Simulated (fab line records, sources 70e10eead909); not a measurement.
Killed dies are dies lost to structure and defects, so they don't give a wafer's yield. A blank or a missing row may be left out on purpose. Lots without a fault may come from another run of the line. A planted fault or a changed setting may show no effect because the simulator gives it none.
Chamber matching | flow nand_harc | NHARC_A_ZERO_WELL_DESCUM_12 on rie_diel-04: 4 sister chambers
The step chemistry O2, time 3 s. 24 wafers are shown with their chamber, then 12 later ones without.

WAFERS WITH THEIR CHAMBER
wafer  | chamber | rf_vpp_V (V) | oes_product_au (a.u.) | throttle_valve_pct (%)
L074.1 | 2       | 57.8         | 0.992                 | 11.321
L074.2 | 3       | 59.2         | 0.982                 | 11.315
L074.6 | 1       | 56.8         | 0.987                 | 11.314
L075.4 | 2       | 57.3         | 0.995                 | 11.307
L075.5 | 2       | 56.6         | 1.008                 | 11.330
L075.6 | 3       | 59.6         | 1.006                 | 11.311
L077.1 | 2       | 57.2         | 0.993                 | 11.306
L077.5 | 0       | 57.6         | 0.992                 | 11.306
L077.6 | 3       | 57.8         | 0.987                 | 11.312
L079.1 | 0       | 57.8         | 1.005                 | 11.301
L079.3 | 1       | 58.0         | 0.997                 | 11.315
L079.4 | 0       | 56.1         | 1.001                 | 11.303
L080.3 | 0       | 56.2         | 1.013                 | 11.318
L080.5 | 1       | 57.1         | 0.996                 | 11.320
L080.6 | 0       | 57.2         | 1.001                 | 11.308
L084.2 | 0       | 57.1         | 1.001                 | 11.319
L084.4 | 3       | 58.4         | 0.992                 | 11.324
L084.6 | 0       | 57.4         | 1.009                 | 11.310
L088.4 | 1       | 58.0         | 1.002                 | 11.324
L088.5 | 3       | 58.4         | 0.986                 | 11.306
L088.6 | 2       | 56.5         | 0.995                 | 11.300
L085.1 | 3       | 57.8         | 1.003                 | 11.308
L085.2 | 0       | 56.3         | 0.999                 | 11.318
L085.4 | 2       | 58.1         | 1.003                 | 11.311

SIGNATURES (means of the wafers above)
reading            | chamber 0 | chamber 1 | chamber 2 | chamber 3 | scatter within a chamber
rf_vpp_V           | 56.962    | 57.475    | 57.250    | 58.533    | 0.671
oes_product_au     | 1.00262   | 0.99550   | 0.99767   | 0.99267   | 0.00736
throttle_valve_pct | 11.31038  | 11.31825  | 11.31250  | 11.31267  | 0.00786
Rule: a wafer's distance from a chamber is the root of the sum, over the readings, of the square of ((its reading less the chamber's mean) divided by the reading's scatter). The wafer belongs to the nearest chamber; if the next one is less than 2 further off, it can't be placed. The scatter: the root of (the sum of the squares of (reading less its chamber's mean) over the shown wafers, divided by (wafers less chambers)).

WAFERS WITHOUT THEIR CHAMBER
wafer  | rf_vpp_V (V) | oes_product_au (a.u.) | throttle_valve_pct (%)
L087.1 | 57.3         | 1.012                 | 11.319
L087.2 | 57.0         | 1.006                 | 11.304
L087.4 | 56.5         | 1.001                 | 11.306
L089.1 | 56.6         | 1.004                 | 11.323
L089.2 | 56.8         | 1.001                 | 11.296
L089.5 | 55.4         | 1.000                 | 11.313
L095.3 | 56.1         | 0.994                 | 11.317
L095.5 | 56.9         | 0.989                 | 11.326
L095.6 | 57.0         | 0.995                 | 11.301
L096.1 | 55.7         | 1.005                 | 11.307
L096.2 | 57.0         | 1.008                 | 11.327
L096.4 | 57.9         | 0.990                 | 11.305

WHICH CHAMBER EACH WENT THROUGH
wafer  | from the rows above               | in truth
L087.1 | can't be placed: 0 or 2 or 1 or 3 | 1
L087.2 | can't be placed: 0 or 2 or 1      | 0
L087.4 | can't be placed: 0 or 2 or 1      | 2
L089.1 | can't be placed: 0 or 1 or 2 or 3 | 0
L089.2 | can't be placed: 0 or 2 or 1 or 3 | 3
L089.5 | can't be placed: 0 or 2 or 1      | 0
L095.3 | can't be placed: 2 or 0 or 1 or 3 | 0
L095.5 | can't be placed: 1 or 2 or 0 or 3 | 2
L095.6 | can't be placed: 2 or 0 or 1 or 3 | 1
L096.1 | can't be placed: 0 or 2 or 1      | 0
L096.2 | can't be placed: 1 or 0 or 2 or 3 | 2
L096.4 | can't be placed: 3 or 2 or 1 or 0 | 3
Placed correctly: 0 of 12. Can't be placed from these rows: 12 (the true chamber is among the candidates in 12). Placed wrongly: 0.
